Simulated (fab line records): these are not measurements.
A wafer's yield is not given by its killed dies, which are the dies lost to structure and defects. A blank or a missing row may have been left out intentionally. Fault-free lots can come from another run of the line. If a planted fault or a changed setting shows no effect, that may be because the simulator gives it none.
Which tool did it?    flow nand-harc    6 lots with 18 wafers sampled at 3 steps, on a route of 1159 steps

WHAT EACH GAUGE READ, for each wafer
NHARC_P_ZERO_WELL_INSPECT_43.
lot   measured     on                 raw-defect-count
L272  day 2 01:47  defect-inspect-02  10 9 11
L274  day 2 13:35  defect-inspect-01  27 7 13
L276  day 3 01:43  defect-inspect-02  11 3 9
L279  day 3 20:21  defect-inspect-01  8 19 15
L288  day 6 01:25  defect-inspect-01  644 629 647
L293  day 7 07:39  defect-inspect-02  15 4 7

TOOL THAT RAN EACH LOT (tool first, then ch and the chambers of the sampled wafers, then the start)
lot   NHARC_P_ZERO_WELL_STRIP_56          NHARC_P_ZERO_WELL_RTA_42
L272  wet-bench-01 ch 2,3,6, day 2 00:40  rtp-anneal-01 ch 0, day 2 01:07
L274  wet-bench-05 ch 3,4,6, day 2 12:29  rtp-anneal-01 ch 0, day 2 13:01
L276  wet-bench-01 ch 0,6,7, day 3 00:35  rtp-anneal-02 ch 0, day 3 01:08
L279  wet-bench-01 ch 0,2,3, day 3 18:37  rtp-anneal-02 ch 0, day 3 19:15
L288  wet-bench-05 ch 0,4,5, day 6 00:19  rtp-anneal-01 ch 0, day 6 00:44
L293  wet-bench-01 ch 2,4,7, day 7 06:32  rtp-anneal-02 ch 0, day 7 06:59
- NHARC_P_ZERO_WELL_STRIP_56: strips in SPM, time 840 s.
- NHARC_P_ZERO_WELL_RTA_42: time 300 s.

THE ANSWER, worked out from the rows above alone
Rule: what is usual is taken from the lots themselves. The widest of any qualifying gaps counts: lots, ordered by their means at a reading, are off when they make up no more than a third of the lots, leave a main group of 4 or more, and stand apart from it by 3 or more times the standard deviation of that group's means. Not used: any main group whose means are identical at the precision the tables above print for the reading. A lot without any number at a reading at which 4 lots or more have one is off too. The other lots that the step has rows for count as sound.
Off: L288 (NHARC_P_ZERO_WELL_INSPECT_43, raw-defect-count). The main group has a mean of 11 with a standard deviation of 3.1.
If a tool, at a process step before that reading, ran all the lots that are off and no sound lot after the first of them, it fits. Those tools and the gauges at NHARC_P_ZERO_WELL_INSPECT_43 are tried in the same way. Can't be told from this: 3 tools fit, wet-bench-05 at NHARC_P_ZERO_WELL_STRIP_56, rtp-anneal-01 at NHARC_P_ZERO_WELL_RTA_42, defect-inspect-01 at NHARC_P_ZERO_WELL_INSPECT_43.

WHAT HAD BEEN PUT IN BY THE SIMULATOR
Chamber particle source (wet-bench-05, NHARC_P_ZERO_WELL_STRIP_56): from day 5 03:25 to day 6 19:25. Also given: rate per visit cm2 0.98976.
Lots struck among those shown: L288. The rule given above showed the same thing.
